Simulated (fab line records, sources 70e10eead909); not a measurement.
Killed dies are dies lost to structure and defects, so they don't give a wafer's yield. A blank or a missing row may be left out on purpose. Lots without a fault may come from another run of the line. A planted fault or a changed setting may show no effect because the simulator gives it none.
Which tool did it? | flow nand_harc | 12 lots, 36 wafers sampled, at 5 steps of a route of 1159

WHAT THE GAUGES READ, wafer by wafer
NHARC_END_SORT_01. Usual: killed_at_array 27, standard deviation 9.9; killed_at_other 0.5, standard deviation 0.76; killed_at_periphery 3.4, standard deviation 2.2; killed_dies 31, standard deviation 10; killed_open 3.3, standard deviation 2; killed_short 2.0, standard deviation 1.5.
lot  | measured     | on        | killed_at_array | killed_at_other | killed_at_periphery | killed_dies | killed_open | killed_short | flag
L279 | day 20 03:23 | prober-01 | 21 19 19        | 0 0 2           | 2 3 2               | 23 22 23    | 3 4 2       | 1 1 2        |
L280 | day 19 22:40 | prober-02 | 28 39 35        | 0 0 0           | 1 4 0               | 29 43 35    | 1 4 2       | 1 4 0        |
L282 | day 20 05:43 | prober-02 | 24 28 38        | 0 1 0           | 4 1 4               | 28 30 42    | 0 2 8       | 4 4 4        |
L283 | day 20 12:49 | prober-01 | 31 20 19        | 0 0 0           | 3 2 0               | 34 22 19    | 7 4 4       | 5 2 2        |
L284 | day 21 11:41 | prober-02 | 22 21 22        | 1 1 0           | 3 3 2               | 26 25 24    | 6 5 1       | 2 1 3        |
L287 | day 21 04:43 | prober-01 | 11 12 12        | 2 0 1           | 2 8 6               | 15 20 19    | 5 4 3       | 0 4 1        |
L290 | day 22 05:38 | prober-02 | 32 29 30        | 2 0 0           | 7 3 4               | 41 32 34    | 2 2 5       | 3 2 0        |
L297 | day 23 15:02 | prober-02 | 608 10 605      | 2 1 0           | 2 2 1               | 612 13 606  | 5 5 1       | 1 1 2        | OFF
L299 | day 23 22:16 | prober-01 | 15 16 14        | 1 0 2           | 6 2 6               | 22 18 22    | 5 3 7       | 1 1 1        |
L301 | day 24 07:40 | prober-02 | 30 41 37        | 0 0 0           | 3 3 2               | 33 44 39    | 3 6 1       | 2 3 0        |
L302 | day 24 06:50 | prober-01 | 32 42 46        | 0 0 1           | 8 3 3               | 40 45 50    | 2 5 7       | 5 1 2        |
L300 | day 24 14:31 | prober-01 | 16 648 648      | 0 0 0           | 11 5 9              | 27 653 657  | 5 3 2       | 1 2 3        | OFF

WHICH TOOL RAN EACH LOT (tool, then ch and the chambers of the sampled wafers, then the start)
lot  | NHARC_A_CHANNEL_FILL_D1_ALD_14   | NHARC_A_CHANNEL_FILL_D1_ETCHBACK_20 | NHARC_A_CHANNEL_FILL_D1_STRIP_29              | NHARC_A_STAIRCASE_ETCH_170
L279 | ald_hk-01 ch 0,1,2, day 8 22:21  | rie_diel-06 ch 0,1,2, day 9 18:05   | rie_diel-06 ch 1,3, day 10 22:45 or earlier   | rie_diel-11 ch 0,1,3, day 10 22:45
L280 | ald_hk-03 ch 0,2,3, day 9 05:38  | rie_diel-06 ch 0,2,3, day 10 00:30  | rie_diel-06 ch 1,2,3, day 11 01:27 or earlier | rie_diel-13 ch 0,1,2, day 11 01:27
L282 | ald_hk-01 ch 0,2, day 9 11:27    | rie_diel-02 ch 1,2,3, day 10 04:18  | rie_diel-02 ch 1,2, day 11 06:50 or earlier   | rie_diel-13 ch 0,3, day 11 06:50
L283 | ald_hk-03 ch 0,2,3, day 9 21:32  | rie_diel-08 ch 1,2, day 10 14:23    | rie_diel-08 ch 0,1, day 11 15:32 or earlier   | rie_diel-01 ch 0,1,3, day 11 15:32
L284 | ald_hk-01 ch 0,1,2, day 10 07:50 | rie_diel-06 ch 1,3, day 11 00:44    | rie_diel-08 ch 0,3, day 12 01:30 or earlier   | rie_diel-01 ch 0,2, day 12 01:30
L287 | ald_hk-03 ch 1,2, day 10 19:49   | rie_diel-06 ch 0,3, day 11 13:10    | rie_diel-06 ch 1,2, day 12 14:01 or earlier   | rie_diel-11 ch 0,1, day 12 14:01
L290 | ald_hk-03 ch 0,1,2, day 11 22:58 | rie_diel-02 ch 0,1,3, day 12 17:25  | rie_diel-02 ch 0,1,2, day 13 18:35 or earlier | rie_diel-11 ch 0,2,3, day 13 18:35
L297 | ald_hk-01 ch 0,1, day 13 08:52   | rie_diel-02 ch 0,2,3, day 14 02:07  | rie_diel-06 ch 0,1,2, day 15 03:47 or earlier | rie_diel-13 ch 0,1, day 15 03:47
L299 | ald_hk-04 ch 1,2, day 13 17:02   | rie_diel-06 ch 0,3, day 14 10:05    | rie_diel-06 ch 0,2, day 15 11:33 or earlier   | rie_diel-01 ch 1,2, day 15 11:33
L301 | ald_hk-04 ch 0,1,3, day 14 05:47 | rie_diel-06 ch 1,2, day 14 23:13    | rie_diel-02 ch 0,2, day 15 16:36              | rie_diel-01 ch 1,3, day 16 00:04
L302 | ald_hk-04 ch 0,1,2, day 14 10:50 | rie_diel-06 ch 0,2,3, day 15 05:27  | rie_diel-08 ch 1,2,3, day 16 09:18 or earlier | rie_diel-01 ch 0,2,3, day 16 09:18
L300 | ald_hk-01 ch 0,2, day 14 14:22   | rie_diel-02 ch 0,1, day 15 05:25    | rie_diel-02 ch 0,1, day 16 01:31              | rie_diel-13 ch 0,3, day 16 09:29
- NHARC_A_CHANNEL_FILL_D1_ALD_14: deposits SiO2, target thk 2.5 nm, pulse time 10 s, ald cycles 25.
- NHARC_A_CHANNEL_FILL_D1_ETCHBACK_20: etches the open film in C4F8/O2/Ar, target depth 27 nm, time 13.5 s.
- NHARC_A_CHANNEL_FILL_D1_STRIP_29: strips in O2, time 20 s.
- NHARC_A_STAIRCASE_ETCH_170: etches the open film in C4F6/O2, target depth 200 nm, time 66.667 s.

WHAT THE TOOLS THEMSELVES READ (means of the sampled wafers that have a number; where no wafer has one, the mark that the record gives instead)
NHARC_A_CHANNEL_FILL_D1_ALD_14. Usual: heater_power_w 489 W, standard deviation 37; precursor_pulse_height_rel 1.002, standard deviation 0.018.
lot  | tool      | heater_power_w (W) | precursor_pulse_height_rel | flag
L279 | ald_hk-01 | 508                | 0.996                      |
L280 | ald_hk-03 | 517                | 0.977                      |
L282 | ald_hk-01 | 500                | 1.009                      |
L283 | ald_hk-03 | 511                | 0.994                      |
L284 | ald_hk-01 | 506                | 1.019                      |
L287 | ald_hk-03 | 511                | 1.000                      |
L290 | ald_hk-03 | 493                | 0.999                      |
L297 | ald_hk-01 | 512                | 1.008                      |
L299 | ald_hk-04 | 437                | 1.021                      |
L301 | ald_hk-04 | 455                | 1.005                      |
L302 | ald_hk-04 | 446                | 0.992                      |
L300 | ald_hk-01 | 508                | 0.992                      |

NHARC_A_CHANNEL_FILL_D1_ETCHBACK_20. Usual: oes_product_au 0.96 a.u., standard deviation 0.038; rf_vpp_V 978 V, standard deviation 5.5.
lot  | tool        | oes_product_au (a.u.) | rf_vpp_V (V) | flag
L279 | rie_diel-06 | 0.93                  | 977          |
L280 | rie_diel-06 | 0.92                  | 981          |
L282 | rie_diel-02 | 1.01                  | 982          |
L283 | rie_diel-08 | 1.00                  | 975          |
L284 | rie_diel-06 | 0.93                  | 976          |
L287 | rie_diel-06 | 1.01                  | 981          |
L290 | rie_diel-02 | 0.93                  | 979          |
L297 | rie_diel-02 | 0.94                  | 979          |
L299 | rie_diel-06 | 1.01                  | 981          |
L301 | rie_diel-06 | 0.92                  | 974          |
L302 | rie_diel-06 | 0.93                  | 981          |
L300 | rie_diel-02 | 0.98                  | 974          |

NHARC_A_CHANNEL_FILL_D1_STRIP_29. Usual: drypump_motor_current_A 5.7 A, standard deviation 0.58; oes_product_au 1.001 a.u., standard deviation 0.012; rf_vpp_V 57.8 V, standard deviation 0.88; showerhead_plenum_p_Torr 3.52 Torr, standard deviation 0.14; throttle_valve_pct 17.038 %, standard deviation 0.0099.
lot  | tool        | drypump_motor_current_A (A) | oes_product_au (a.u.) | rf_vpp_V (V) | showerhead_plenum_p_Torr (Torr) | throttle_valve_pct (%) | flag
L279 | rie_diel-06 | 6.2                         | 1.019                 | 58.1         | 3.39                            | 17.037                 |
L280 | rie_diel-06 | 5.8                         | 0.998                 | 58.0         | 3.47                            | 17.029                 |
L282 | rie_diel-02 | 6.1                         | 1.021                 | 57.2         | 3.58                            | 17.029                 |
L283 | rie_diel-08 | 5.7                         | 0.998                 | 58.1         | 3.54                            | 17.036                 |
L284 | rie_diel-08 | 5.7                         | 1.008                 | 57.6         | 3.46                            | 17.028                 |
L287 | rie_diel-06 | 5.4                         | 0.995                 | 57.0         | 3.47                            | 17.043                 |
L290 | rie_diel-02 | 5.6                         | 1.013                 | 58.1         | 3.50                            | 17.042                 |
L297 | rie_diel-06 | 5.4                         | 0.997                 | 57.8         | 3.52                            | 17.036                 |
L299 | rie_diel-06 | 5.0                         | 0.991                 | 58.4         | 3.60                            | 17.039                 |
L301 | rie_diel-02 | 5.3                         | 0.987                 | 58.3         | 3.42                            | 17.033                 |
L302 | rie_diel-08 | 5.8                         | 0.987                 | 58.0         | 3.47                            | 17.046                 |
L300 | rie_diel-02 | 5.1                         | 0.976                 | 57.3         | 3.42                            | 17.028                 |

NHARC_A_STAIRCASE_ETCH_170. Usual: drypump_motor_current_A 5.7 A, standard deviation 0.35; oes_product_au 0.973 a.u., standard deviation 0.016; rf_vpp_V 548 V, standard deviation 3; run_length_s 88.0 s, standard deviation 0.46; showerhead_plenum_p_Torr 3.96 Torr, standard deviation 0.14; throttle_valve_pct 26.903 %, standard deviation 0.0094.
lot  | tool        | drypump_motor_current_A (A) | oes_product_au (a.u.) | rf_vpp_V (V) | run_length_s (s) | showerhead_plenum_p_Torr (Torr) | throttle_valve_pct (%) | flag
L279 | rie_diel-11 | 5.7                         | 0.955                 | 549          | 87.9             | 4.02                            | 26.907                 |
L280 | rie_diel-13 | 5.8                         | 0.981                 | 549          | 88.2             | 4.06                            | 26.893                 |
L282 | rie_diel-13 | 6.3                         | 0.982                 | 550          | 88.0             | 4.08                            | 26.903                 |
L283 | rie_diel-01 | 5.8                         | 0.975                 | 546          | 87.6             | 3.90                            | 26.909                 |
L284 | rie_diel-01 | 5.5                         | 0.968                 | 549          | 88.4             | 4.03                            | 26.901                 |
L287 | rie_diel-11 | 5.7                         | 0.956                 | 547          | 88.1             | 3.93                            | 26.906                 |
L290 | rie_diel-11 | 5.6                         | 0.976                 | 549          | 88.1             | 3.99                            | 26.903                 |
L297 | rie_diel-13 | 6.3                         | 1.004                 | 551          | 83.1             | 4.11                            | 26.902                 | OFF
L299 | rie_diel-01 | 5.9                         | 0.974                 | 545          | 87.9             | 3.83                            | 26.906                 |
L301 | rie_diel-01 | 6.0                         | 0.971                 | 545          | 87.7             | 3.79                            | 26.899                 |
L302 | rie_diel-01 | 5.8                         | 0.975                 | 548          | 87.8             | 4.01                            | 26.903                 |
L300 | rie_diel-13 | 6.3                         | 0.986                 | 550          | 83.2             | 4.05                            | 26.890                 | OFF

THE ANSWER, worked out from the rows above alone
Rule: a lot is off if the mean of its wafers that have a number lies more than 3 standard deviations from the usual mean. A lot without any number at a reading at which 4 lots or more have one is off too. The other lots that the step has rows for count as sound. The gauges are gone through in route order, then the tools' own readings, and for those a lot's mean is taken as printed above. The first step at which some lot is off is used, and at that step the reading that is off furthest; a lot without a number counts as furthest.
Off: L297, L300, at NHARC_END_SORT_01 (killed_dies).
A tool fits if, at a process step before that reading, it ran every lot that is off, and no sound lot after the first of them. The gauges at NHARC_END_SORT_01 aren't tried: what is off there is off at NHARC_A_STAIRCASE_ETCH_170 too, on other tools, and a gauge's error can't cause that. NHARC_A_CHANNEL_FILL_D1_STRIP_29 gives no start for some lots, so the hours and the order of its lots are those of NHARC_A_STAIRCASE_ETCH_170. Can't be told from this: 3 tools fit, ald_hk-01 at NHARC_A_CHANNEL_FILL_D1_ALD_14, rie_diel-02 at NHARC_A_CHANNEL_FILL_D1_ETCHBACK_20, rie_diel-13 at NHARC_A_STAIRCASE_ETCH_170.

WHAT THE SIMULATOR HAD PUT IN
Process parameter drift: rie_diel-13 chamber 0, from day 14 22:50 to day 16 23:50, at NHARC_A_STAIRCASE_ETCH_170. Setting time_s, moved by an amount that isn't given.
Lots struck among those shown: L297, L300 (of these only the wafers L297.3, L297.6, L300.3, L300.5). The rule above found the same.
